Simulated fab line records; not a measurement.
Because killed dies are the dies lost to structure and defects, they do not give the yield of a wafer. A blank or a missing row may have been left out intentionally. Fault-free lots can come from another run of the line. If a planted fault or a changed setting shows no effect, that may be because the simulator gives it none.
Chamber matching :: flow n5-finfet :: cvd-co-01 running N5_BEOL_M0_PRE_CLEAN_131: 3 sister chambers
The step time 15 s. 14 wafers are shown with their chamber, then 7 later ones without.

EACH WAFER AND ITS CHAMBER
wafer: L343.2
chamber: 0
heater-power-w (W): 81

wafer: L343.4
chamber: 1
heater-power-w (W): 94

wafer: L343.6
chamber: 2
heater-power-w (W): 69

wafer: L351.1
chamber: 2
heater-power-w (W): 71

wafer: L351.4
chamber: 2
heater-power-w (W): 68

wafer: L351.6
chamber: 0
heater-power-w (W): 83

wafer: L354.4
chamber: 0
heater-power-w (W): 83

wafer: L354.5
chamber: 1
heater-power-w (W): 93

wafer: L354.6
chamber: 2
heater-power-w (W): 71

wafer: L355.1
chamber: 2
heater-power-w (W): 71

wafer: L355.2
chamber: 0
heater-power-w (W): 81

wafer: L355.6
chamber: 2
heater-power-w (W): 70

wafer: L356.1
chamber: 1
heater-power-w (W): 96

wafer: L356.3
chamber: 2
heater-power-w (W): 71

SIGNATURES (averages over the wafers above)
reading: heater-power-w
chamber 0: 82.00
chamber 1: 94.33
chamber 2: 70.14
scatter within a chamber: 1.26
Rule: a wafer's distance from a chamber is the root of the sum, over the readings, of the square of ((its reading less the chamber's mean) divided by the reading's scatter). If the next closest chamber is less than 2 further off than the closest, the wafer can't be placed; otherwise it belongs to the closest. The scatter: take each reading less its chamber's mean, square it, sum over the shown wafers, divide by the number of wafers less the number of chambers, and take the root.

WAFERS MISSING THEIR CHAMBER
wafer: L356.5
heater-power-w (W): 85

wafer: L359.1
heater-power-w (W): 95

wafer: L359.5
heater-power-w (W): 94

wafer: L359.6
heater-power-w (W): 83

wafer: L360.1
heater-power-w (W): 93

wafer: L360.2
heater-power-w (W): 85

wafer: L360.4
heater-power-w (W): 86

EACH ONE'S CHAMBER
wafer: L356.5
from the rows above: 0
in truth: 0

wafer: L359.1
from the rows above: 1
in truth: 1

wafer: L359.5
from the rows above: 1
in truth: 1

wafer: L359.6
from the rows above: 0
in truth: 0

wafer: L360.1
from the rows above: 1
in truth: 1

wafer: L360.2
from the rows above: 0
in truth: 0

wafer: L360.4
from the rows above: 0
in truth: 0
Correct placement for 7 of the 7. Left unplaced by these rows: 0. Placed wrongly: 0.
